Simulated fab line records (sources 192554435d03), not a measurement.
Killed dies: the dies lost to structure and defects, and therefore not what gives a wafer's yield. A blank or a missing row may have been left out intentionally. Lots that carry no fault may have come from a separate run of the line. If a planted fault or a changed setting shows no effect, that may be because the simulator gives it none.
Matching of chambers || flow n5 finfet || 4 sister chambers for N5_BEOL_M9_STRIP_36 on rie diel-03
The step strips in N2/H2. 4 wafers are shown with their chamber, then 12 later ones without.

== WAFERS WITH THEIR CHAMBER ==
{"wafer": "L087.3", "chamber": 0, "showerhead plenum p Torr (Torr)": 2.52}
{"wafer": "L087.5", "chamber": 2, "showerhead plenum p Torr (Torr)": 2.41}
{"wafer": "L088.1", "chamber": 1, "showerhead plenum p Torr (Torr)": 2.44}
{"wafer": "L088.5", "chamber": 3, "showerhead plenum p Torr (Torr)": 2.65}

== WAFERS WHOSE CHAMBER IS MISSING ==
{"wafer": "L091.3", "showerhead plenum p Torr (Torr)": 2.65}
{"wafer": "L091.5", "showerhead plenum p Torr (Torr)": 2.44}
{"wafer": "L091.6", "showerhead plenum p Torr (Torr)": 2.52}
{"wafer": "L094.1", "showerhead plenum p Torr (Torr)": 2.52}
{"wafer": "L094.5", "showerhead plenum p Torr (Torr)": 2.65}
{"wafer": "L094.6", "showerhead plenum p Torr (Torr)": 2.41}
{"wafer": "L096.1", "showerhead plenum p Torr (Torr)": 2.44}
{"wafer": "L096.2", "showerhead plenum p Torr (Torr)": 2.51}
{"wafer": "L096.3", "showerhead plenum p Torr (Torr)": 2.64}
{"wafer": "L096.4", "showerhead plenum p Torr (Torr)": 2.41}
{"wafer": "L096.5", "showerhead plenum p Torr (Torr)": 2.64}
{"wafer": "L096.6", "showerhead plenum p Torr (Torr)": 2.41}

== WHICH CHAMBER EACH ONE RAN IN ==
{"wafer": "L091.3", "from the rows above": 3, "in truth": 3}
{"wafer": "L091.5", "from the rows above": 1, "in truth": 1}
{"wafer": "L091.6", "from the rows above": 0, "in truth": 0}
{"wafer": "L094.1", "from the rows above": 0, "in truth": 0}
{"wafer": "L094.5", "from the rows above": 3, "in truth": 3}
{"wafer": "L094.6", "from the rows above": 2, "in truth": 2}
{"wafer": "L096.1", "from the rows above": 1, "in truth": 1}
{"wafer": "L096.2", "from the rows above": 0, "in truth": 0}
{"wafer": "L096.3", "from the rows above": 3, "in truth": 3}
{"wafer": "L096.4", "from the rows above": 2, "in truth": 2}
{"wafer": "L096.5", "from the rows above": 3, "in truth": 3}
{"wafer": "L096.6", "from the rows above": 2, "in truth": 2}
Placed correctly: 12 of 12. Left unplaced by these rows: 0. Wrongly placed: 0.
How it was worked out, from the rows above alone: a wafer's distance from a chamber is the root of the sum, over the readings, of the square of ((its reading less the chamber's mean) divided by the reading's scatter). If the next closest chamber is less than 2 further off than the closest, the wafer can't be placed; otherwise it belongs to the closest. The mean given for a chamber averages the wafers shown for that chamber. The scatter (one wafer shown for each chamber): square how far every hidden wafer sits from the nearest shown wafer, average those squares and take the square root.
